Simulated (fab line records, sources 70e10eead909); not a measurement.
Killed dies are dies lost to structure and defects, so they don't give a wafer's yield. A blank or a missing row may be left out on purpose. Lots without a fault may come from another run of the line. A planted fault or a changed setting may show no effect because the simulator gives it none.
One fault seen from 2 desks | flow nand_harc | each desk has only its own numbers; what lay behind them comes last

THE DEFECT DESK
What the inspections along the route counted, lot by lot: means of the sampled wafers that have a number. A lot is out of limits, marked OUT, if its mean lies more than 4 standard deviations from the usual mean; the brackets give that distance.
Columns: A = raw_defect_count at NHARC_P_GATE_INSPECT_68, usual 205
lot  | first seen here | A
L624 | day 5 23:40     | 222
L625 | day 6 07:03     | 174
L626 | day 6 19:28     | 172
L627 | day 6 23:15     | 313
L628 | day 7 14:50     | 210
L630 | day 8 10:12     | 175
L638 | day 11 19:55    | 1383 (+15) OUT
L639 | day 12 05:34    | 1436 (+16) OUT
L643 | day 13 23:10    | 171
L645 | day 14 11:36    | 126
L647 | day 15 17:41    | 201
L646 | day 15 18:28    | 178
This desk's finding: out of limits on L638, L639; first on L638, day 11 19:55 (raw_defect_count at NHARC_P_GATE_INSPECT_68). In limits: L624, L625, L626, L627, L628, L630, L643, L645, L647, L646.

THE TOOL OWNER'S DESK: rie_diel-01
The tool's own readings at NHARC_P_GATE_ETCH_114 (etches the open film in CF4/O2, target depth 30 nm, overetch 3 nm, time 16.5 s): means of the sampled wafers that have a number, for each lot that ran on this tool. A lot is out of limits, marked OUT, if its mean lies more than 4 standard deviations from the usual mean; the brackets give that distance.
Columns: A = drypump_motor_current_A at NHARC_P_GATE_ETCH_114, usual 5.6 A; B = oes_product_au at NHARC_P_GATE_ETCH_114, usual 1.003 a.u.; C = rf_vpp_V at NHARC_P_GATE_ETCH_114, usual 197.8 V; D = showerhead_plenum_p_Torr at NHARC_P_GATE_ETCH_114, usual 1.34 Torr; E = throttle_valve_pct at NHARC_P_GATE_ETCH_114, usual 13.398 %
lot  | first seen here | A   | B     | C     | D    | E
L624 | day 5 05:00     | 5.7 | 0.996 | 198.2 | 1.35 | 13.396
L626 | day 6 01:00     | 5.9 | 0.991 | 197.3 | 1.30 | 13.392
L630 | day 7 16:00     | 5.5 | 0.999 | 196.9 | 1.31 | 13.395
L638 | day 11 02:00    | 5.7 | 1.003 | 198.3 | 1.35 | 13.398
L639 | day 11 11:00    | 5.9 | 1.001 | 196.5 | 1.30 | 13.401
This desk's finding: nothing out of limits on any of the 5 lots.

PUT TOGETHER
The defect desk could have raised an alarm at day 11 19:55, on L638, L639.
The tool owner's desk saw nothing out of limits.
The tool owner's desk has L638, L639 on record, within its limits.
Of the lots named, all ran NHARC_P_GATE_ETCH_114 on rie_diel-01.

WHAT THE SIMULATOR HAD PUT IN
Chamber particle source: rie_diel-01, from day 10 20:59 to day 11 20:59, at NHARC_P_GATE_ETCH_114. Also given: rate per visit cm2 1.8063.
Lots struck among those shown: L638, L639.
Hours from the fault's start to each desk's first reading out of limits: the defect desk, 23.
